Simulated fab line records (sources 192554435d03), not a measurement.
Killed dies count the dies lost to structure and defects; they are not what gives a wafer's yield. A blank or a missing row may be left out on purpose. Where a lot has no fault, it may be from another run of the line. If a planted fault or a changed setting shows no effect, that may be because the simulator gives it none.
Split-lot study || flow n5 finfet || 21 wafers read from 7 lots, route of 1938 steps

## THE SPLIT ITSELF
At N5_DUMMY_GATE_HM_DEP_06 (deposits SiNx from DCS/NH3, target thk 80 nm, time 5141 s), the setting time s was moved away from the recipe's 5141 s on 9 of the 21 wafers read, by -11.7% to -6.0%. The other wafers ran this setting at the recipe's value.

Reading taken at the split's own step.

## THE READING
SiNx_of_DUMMY_GATE_HM_DEP_06.thk nm (the simulator's own value, which no gauge read), in nm, at N5_DUMMY_GATE_HM_DEP_06 (deposits SiNx from DCS/NH3, target thk 80 nm, time 5141 s). The file does not state a usual value for it. Average 80.0 nm, standard deviation 0.63 nm, over the 12 wafers here run with the recipe.

{"wafer": "L077.2", "tool, chamber at the split": "-, -", "time s as run, s": 4538, "against the recipe": "-11.7%", "SiNx_of_DUMMY_GATE_HM_DEP_06.thk nm, nm": 71, "against lot-mates on the recipe": "no lot-mate on the recipe"}
{"wafer": "L077.4", "tool, chamber at the split": "-, -", "time s as run, s": 4538, "against the recipe": "-11.7%", "SiNx_of_DUMMY_GATE_HM_DEP_06.thk nm, nm": 70.2, "against lot-mates on the recipe": "no lot-mate on the recipe"}
{"wafer": "L077.5", "tool, chamber at the split": "-, -", "time s as run, s": 4538, "against the recipe": "-11.7%", "SiNx_of_DUMMY_GATE_HM_DEP_06.thk nm, nm": 69.8, "against lot-mates on the recipe": "no lot-mate on the recipe"}
{"wafer": "L079.1", "tool, chamber at the split": "-, -", "time s as run, s": 4834, "against the recipe": "-6.0%", "SiNx_of_DUMMY_GATE_HM_DEP_06.thk nm, nm": 75.4, "against lot-mates on the recipe": "no lot-mate on the recipe"}
{"wafer": "L079.5", "tool, chamber at the split": "-, -", "time s as run, s": 4834, "against the recipe": "-6.0%", "SiNx_of_DUMMY_GATE_HM_DEP_06.thk nm, nm": 75, "against lot-mates on the recipe": "no lot-mate on the recipe"}
{"wafer": "L079.6", "tool, chamber at the split": "-, -", "time s as run, s": 4834, "against the recipe": "-6.0%", "SiNx_of_DUMMY_GATE_HM_DEP_06.thk nm, nm": 75.2, "against lot-mates on the recipe": "no lot-mate on the recipe"}
{"wafer": "L082.1", "tool, chamber at the split": "lpcvd-02, 1/90,1/109", "time s as run, s": 5141, "against the recipe": "recipe", "SiNx_of_DUMMY_GATE_HM_DEP_06.thk nm, nm": 80.6, "against lot-mates on the recipe": "-"}
{"wafer": "L082.5", "tool, chamber at the split": "lpcvd-02, 1/90,1/109", "time s as run, s": 5141, "against the recipe": "recipe", "SiNx_of_DUMMY_GATE_HM_DEP_06.thk nm, nm": 80.6, "against lot-mates on the recipe": "-"}
{"wafer": "L082.2", "tool, chamber at the split": "lpcvd-02, 1/95", "time s as run, s": 5141, "against the recipe": "recipe", "SiNx_of_DUMMY_GATE_HM_DEP_06.thk nm, nm": 80.2, "against lot-mates on the recipe": "-"}
{"wafer": "L085.1", "tool, chamber at the split": "-, -", "time s as run, s": 5141, "against the recipe": "recipe", "SiNx_of_DUMMY_GATE_HM_DEP_06.thk nm, nm": 80.2, "against lot-mates on the recipe": "-"}
{"wafer": "L085.5", "tool, chamber at the split": "-, -", "time s as run, s": 5141, "against the recipe": "recipe", "SiNx_of_DUMMY_GATE_HM_DEP_06.thk nm, nm": 80, "against lot-mates on the recipe": "-"}
{"wafer": "L085.6", "tool, chamber at the split": "-, -", "time s as run, s": 5141, "against the recipe": "recipe", "SiNx_of_DUMMY_GATE_HM_DEP_06.thk nm, nm": 80.6, "against lot-mates on the recipe": "-"}
{"wafer": "L089.1", "tool, chamber at the split": "-, -", "time s as run, s": 5141, "against the recipe": "recipe", "SiNx_of_DUMMY_GATE_HM_DEP_06.thk nm, nm": 79.2, "against lot-mates on the recipe": "-"}
{"wafer": "L089.2", "tool, chamber at the split": "-, -", "time s as run, s": 5141, "against the recipe": "recipe", "SiNx_of_DUMMY_GATE_HM_DEP_06.thk nm, nm": 78.8, "against lot-mates on the recipe": "-"}
{"wafer": "L089.6", "tool, chamber at the split": "-, -", "time s as run, s": 5141, "against the recipe": "recipe", "SiNx_of_DUMMY_GATE_HM_DEP_06.thk nm, nm": 79, "against lot-mates on the recipe": "-"}
{"wafer": "L093.4", "tool, chamber at the split": "-, -", "time s as run, s": 4681, "against the recipe": "-8.9%", "SiNx_of_DUMMY_GATE_HM_DEP_06.thk nm, nm": 72.2, "against lot-mates on the recipe": "no lot-mate on the recipe"}
{"wafer": "L093.5", "tool, chamber at the split": "-, -", "time s as run, s": 4681, "against the recipe": "-8.9%", "SiNx_of_DUMMY_GATE_HM_DEP_06.thk nm, nm": 72, "against lot-mates on the recipe": "no lot-mate on the recipe"}
{"wafer": "L093.6", "tool, chamber at the split": "-, -", "time s as run, s": 4681, "against the recipe": "-8.9%", "SiNx_of_DUMMY_GATE_HM_DEP_06.thk nm, nm": 71.4, "against lot-mates on the recipe": "no lot-mate on the recipe"}
{"wafer": "L095.1", "tool, chamber at the split": "-, -", "time s as run, s": 5141, "against the recipe": "recipe", "SiNx_of_DUMMY_GATE_HM_DEP_06.thk nm, nm": 79.8, "against lot-mates on the recipe": "-"}
{"wafer": "L095.2", "tool, chamber at the split": "-, -", "time s as run, s": 5141, "against the recipe": "recipe", "SiNx_of_DUMMY_GATE_HM_DEP_06.thk nm, nm": 80.4, "against lot-mates on the recipe": "-"}
{"wafer": "L095.4", "tool, chamber at the split": "-, -", "time s as run, s": 5141, "against the recipe": "recipe", "SiNx_of_DUMMY_GATE_HM_DEP_06.thk nm, nm": 80.6, "against lot-mates on the recipe": "-"}
When a row names more than one chamber, that row covers several wafers, and the file does not tell which wafer ran in which chamber.

THE FIT
A straight line over all 21 wafers: SiNx_of_DUMMY_GATE_HM_DEP_06.thk nm changes by +0.848 nm for each +1% of time s; r = +0.99; the points scatter about the line by 0.62 nm.
Too few moved wafers have a lot-mate on the recipe to fit a line with each lot's own level taken away.

## THE FILE'S OWN FIT
SiNx_of_DUMMY_GATE_HM_DEP_06.thk nm changes by +0.848 nm for each +1% of time s, r = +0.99.
